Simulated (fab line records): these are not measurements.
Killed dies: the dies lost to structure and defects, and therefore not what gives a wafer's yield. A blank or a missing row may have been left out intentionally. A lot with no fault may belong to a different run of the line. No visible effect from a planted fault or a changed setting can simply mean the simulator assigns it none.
Which of the tools did it? / flow nand_harc / 33 wafers from 11 lots sampled at 4 of the route's 1159 steps

WHAT THE GAUGES SHOWED, per wafer
NHARC_P_M2_CD_MEAS_09: the cd target is 170 nm. Usual: 169.7 nm for cd_nm, sd 0.87.
lot=L697; measured=day 6 14:31; on=cd_sem-02; cd_nm (nm)=170.9 170.1 170.8; flag=
lot=L696; measured=day 6 15:31; on=cd_sem-01; cd_nm (nm)=168.4 169.6 169.5; flag=
lot=L695; measured=day 6 15:55; on=cd_sem-02; cd_nm (nm)=168.1 169.0 169.0; flag=
lot=L698; measured=day 7 01:12; on=cd_sem-03; cd_nm (nm)=169.7 170.3 170.0; flag=
lot=L699; measured=day 7 01:32; on=cd_sem-02; cd_nm (nm)=170.3 170.8 169.7; flag=
lot=L700; measured=day 7 08:48; on=cd_sem-03; cd_nm (nm)=169.5 168.0 168.4; flag=
lot=L701; measured=day 7 15:41; on=cd_sem-03; cd_nm (nm)=169.6 168.9 170.2; flag=
lot=L710; measured=day 10 06:19; on=cd_sem-01; cd_nm (nm)=179.1 174.5 174.5; flag=OFF
lot=L714; measured=day 10 20:50; on=cd_sem-03; cd_nm (nm)=170.2 170.5 170.6; flag=
lot=L717; measured=day 11 13:43; on=cd_sem-01; cd_nm (nm)=170.7 169.1 170.0; flag=
lot=L718; measured=day 11 18:55; on=cd_sem-03; cd_nm (nm)=167.1 168.8 168.0; flag=

TOOL THAT RAN EACH LOT (tool first, then ch and the chambers of the sampled wafers, then the start)
lot=L697; NHARC_P_M0_ANNEAL_30=rtp_anneal-02 ch 0, day 6 08:11; NHARC_P_M1_PVD_20=pvd_sputter-01, day 6 14:23 or earlier; NHARC_P_M2_EXPOSE_06=arfi_scanner-03 ch 0, day 6 14:23
lot=L696; NHARC_P_M0_ANNEAL_30=rtp_anneal-01 ch 0, day 6 08:49; NHARC_P_M1_PVD_20=pvd_sputter-01, day 6 15:22 or earlier; NHARC_P_M2_EXPOSE_06=arfi_scanner-01 ch 0, day 6 15:22
lot=L695; NHARC_P_M0_ANNEAL_30=rtp_anneal-01 ch 0, day 6 09:22; NHARC_P_M1_PVD_20=pvd_sputter-01, day 6 15:47 or earlier; NHARC_P_M2_EXPOSE_06=arfi_scanner-03 ch 0, day 6 15:47
lot=L698; NHARC_P_M0_ANNEAL_30=rtp_anneal-01 ch 0, day 6 18:38; NHARC_P_M1_PVD_20=pvd_sputter-01, day 7 01:04 or earlier; NHARC_P_M2_EXPOSE_06=arfi_scanner-02 ch 0, day 7 01:04
lot=L699; NHARC_P_M0_ANNEAL_30=rtp_anneal-01 ch 0, day 6 19:14; NHARC_P_M1_PVD_20=pvd_sputter-02, day 7 01:24 or earlier; NHARC_P_M2_EXPOSE_06=arfi_scanner-03 ch 0, day 7 01:24
lot=L700; NHARC_P_M0_ANNEAL_30=rtp_anneal-02 ch 0, day 7 02:29; NHARC_P_M1_PVD_20=pvd_sputter-02, day 7 08:40 or earlier; NHARC_P_M2_EXPOSE_06=arfi_scanner-01 ch 0, day 7 08:40
lot=L701; NHARC_P_M0_ANNEAL_30=rtp_anneal-01 ch 0, day 7 09:25; NHARC_P_M1_PVD_20=pvd_sputter-02, day 7 15:33 or earlier; NHARC_P_M2_EXPOSE_06=arfi_scanner-03 ch 0, day 7 15:33
lot=L710; NHARC_P_M0_ANNEAL_30=rtp_anneal-02 ch 0, day 9 23:25; NHARC_P_M1_PVD_20=pvd_sputter-01, day 10 06:11 or earlier; NHARC_P_M2_EXPOSE_06=arfi_scanner-03 ch 0, day 10 06:11
lot=L714; NHARC_P_M0_ANNEAL_30=rtp_anneal-01 ch 0, day 10 14:02; NHARC_P_M1_PVD_20=pvd_sputter-02, day 10 20:41 or earlier; NHARC_P_M2_EXPOSE_06=arfi_scanner-02 ch 0, day 10 20:41
lot=L717; NHARC_P_M0_ANNEAL_30=rtp_anneal-02 ch 0, day 11 07:14; NHARC_P_M1_PVD_20=pvd_sputter-01, day 11 13:34 or earlier; NHARC_P_M2_EXPOSE_06=arfi_scanner-01 ch 0, day 11 13:34
lot=L718; NHARC_P_M0_ANNEAL_30=rtp_anneal-01 ch 0, day 11 09:24; NHARC_P_M1_PVD_20=pvd_sputter-01, day 11 18:47 or earlier; NHARC_P_M2_EXPOSE_06=arfi_scanner-01 ch 0, day 11 18:47
- NHARC_P_M0_ANNEAL_30: time 90 s.
- NHARC_P_M1_PVD_20: deposits TaN, target thk 5 nm, time 8.06 s.
- NHARC_P_M2_EXPOSE_06: exposes mask P M2, target cd 170 nm.

AS READ BY THE TOOLS THEMSELVES (means over the sampled wafers that have a number; for cases with no such wafer, the mark the record gives instead)
NHARC_P_M0_ANNEAL_30. Usual: 225.99 for wafer_temp_C_max, sd 0.24.
lot=L697 tool=rtp_anneal-02 wafer_temp_C_max=225.90 flag=
lot=L696 tool=rtp_anneal-01 wafer_temp_C_max=226.11 flag=
lot=L695 tool=rtp_anneal-01 wafer_temp_C_max=226.00 flag=
lot=L698 tool=rtp_anneal-01 wafer_temp_C_max=226.12 flag=
lot=L699 tool=rtp_anneal-01 wafer_temp_C_max=226.05 flag=
lot=L700 tool=rtp_anneal-02 wafer_temp_C_max=225.95 flag=
lot=L701 tool=rtp_anneal-01 wafer_temp_C_max=226.19 flag=
lot=L710 tool=rtp_anneal-02 wafer_temp_C_max=225.71 flag=
lot=L714 tool=rtp_anneal-01 wafer_temp_C_max=225.95 flag=
lot=L717 tool=rtp_anneal-02 wafer_temp_C_max=225.92 flag=
lot=L718 tool=rtp_anneal-01 wafer_temp_C_max=226.12 flag=

NHARC_P_M1_PVD_20. Usual: 30.3 % for throttle_valve_pct, sd 0.74.
lot=L697; tool=pvd_sputter-01; throttle_valve_pct (%)=29.3; flag=
lot=L696; tool=pvd_sputter-01; throttle_valve_pct (%)=30.8; flag=
lot=L695; tool=pvd_sputter-01; throttle_valve_pct (%)=29.9; flag=
lot=L698; tool=pvd_sputter-01; throttle_valve_pct (%)=30.0; flag=
lot=L699; tool=pvd_sputter-02; throttle_valve_pct (%)=30.8; flag=
lot=L700; tool=pvd_sputter-02; throttle_valve_pct (%)=30.8; flag=
lot=L701; tool=pvd_sputter-02; throttle_valve_pct (%)=30.6; flag=
lot=L710; tool=pvd_sputter-01; throttle_valve_pct (%)=30.0; flag=
lot=L714; tool=pvd_sputter-02; throttle_valve_pct (%)=30.5; flag=
lot=L717; tool=pvd_sputter-01; throttle_valve_pct (%)=29.9; flag=
lot=L718; tool=pvd_sputter-01; throttle_valve_pct (%)=30.2; flag=

NHARC_P_M2_EXPOSE_06. Usual: 80.78 for exposure_dose_mJ_cm2, sd 0.091.
lot=L697 tool=arfi_scanner-03 exposure_dose_mJ_cm2=80.63 flag=
lot=L696 tool=arfi_scanner-01 exposure_dose_mJ_cm2=80.75 flag=
lot=L695 tool=arfi_scanner-03 exposure_dose_mJ_cm2=80.78 flag=
lot=L698 tool=arfi_scanner-02 exposure_dose_mJ_cm2=80.77 flag=
lot=L699 tool=arfi_scanner-03 exposure_dose_mJ_cm2=80.86 flag=
lot=L700 tool=arfi_scanner-01 exposure_dose_mJ_cm2=80.94 flag=
lot=L701 tool=arfi_scanner-03 exposure_dose_mJ_cm2=80.79 flag=
lot=L710 tool=arfi_scanner-03 exposure_dose_mJ_cm2=78.26 flag=OFF
lot=L714 tool=arfi_scanner-02 exposure_dose_mJ_cm2=80.76 flag=
lot=L717 tool=arfi_scanner-01 exposure_dose_mJ_cm2=80.69 flag=
lot=L718 tool=arfi_scanner-01 exposure_dose_mJ_cm2=80.87 flag=

THE ANSWER, worked out from the rows above alone
Rule: a lot counts as off when the mean over its wafers that have a number is more than 3 standard deviations away from the usual mean. A lot without any number at a reading at which 4 lots or more have one is off too. Any other lot the step has rows for is counted as sound. Order of review: gauges by route order, followed by the tools' own readings, for which a lot's mean as printed above is used. At the first step where some lot is off, the reading lying furthest off is the one used; lots without a number count as furthest.
Off: L710, at NHARC_P_M2_CD_MEAS_09 (cd_nm).
A tool fits if, at a process step before that reading, it ran every lot that is off, and no sound lot after the first of them. Not tried: the gauges at NHARC_P_M2_CD_MEAS_09; whatever is off there is also off at NHARC_P_M2_EXPOSE_06, on other tools, and gauge error can't account for it. With no start given for some of its lots, NHARC_P_M1_PVD_20 uses the hours and lot order of NHARC_P_M2_EXPOSE_06. One fits: arfi_scanner-03 at NHARC_P_M2_EXPOSE_06. A fault onset in the window from L701 (day 7 15:33, its last sound lot) to L710 (day 10 06:11, its first lot off) fits.
The tool's own readings at NHARC_P_M2_EXPOSE_06 bear it out: on the lots that are off they differ by more than 5 times the standard deviation of the sound lots' means. exposure_dose_mJ_cm2 reads 78.26 there against 80.78 on the sound lots.

WHAT HAD BEEN PUT IN BY THE SIMULATOR
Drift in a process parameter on arfi_scanner-03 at NHARC_P_M2_EXPOSE_06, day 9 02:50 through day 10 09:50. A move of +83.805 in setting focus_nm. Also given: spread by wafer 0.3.
Shown lots that were struck: L710. The same result came from the rule above.
